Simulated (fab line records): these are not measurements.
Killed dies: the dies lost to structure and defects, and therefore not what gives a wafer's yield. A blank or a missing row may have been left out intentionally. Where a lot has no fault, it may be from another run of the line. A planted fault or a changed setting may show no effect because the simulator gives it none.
Chamber matching    flow n5_finfet    N5_BEOL_M3_ALD_84 on ald_metal-04: 4 sister chambers
The step deposits TaN, pulse time 2 s, purge time 3 s, co reactant purge time 2 s. 8 wafers are shown with their chamber, then 7 later ones without.

## EACH WAFER AND ITS CHAMBER
wafer   chamber  heater_power_w (W)
L084.1  3        398
L084.2  0        494
L089.4  3        403
L089.6  1        379
L090.5  1        385
L090.6  2        522
L093.2  2        499
L093.4  0        496

## WAFERS WITH NO CHAMBER GIVEN
wafer   heater_power_w (W)
L093.6  523
L094.1  382
L094.2  489
L094.6  403
L097.1  501
L097.3  408
L097.5  379

## CHAMBER TAKEN BY EACH
wafer   from the rows above      in truth
L093.6  can't be placed: 2 or 0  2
L094.1  1                        1
L094.2  can't be placed: 0 or 2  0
L094.6  3                        3
L097.1  can't be placed: 0 or 2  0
L097.3  3                        3
L097.5  1                        1
Correctly placed: 4 of 7. These rows do not allow placing 3 (true chamber among the candidates in 3). Number placed wrongly: 0.
How it was worked out, from the rows above alone: a wafer's distance from a chamber is the root of the sum, over the readings, of the square of ((its reading less the chamber's mean) divided by the reading's scatter). The wafer belongs to the nearest chamber; if the next one is less than 2 further off, it can't be placed. Each chamber's mean is taken over the wafers shown for it. How the scatter is found: for the shown wafers, subtract from each reading the mean of its chamber, square and add these, divide the total by (wafers less chambers), then take the root.
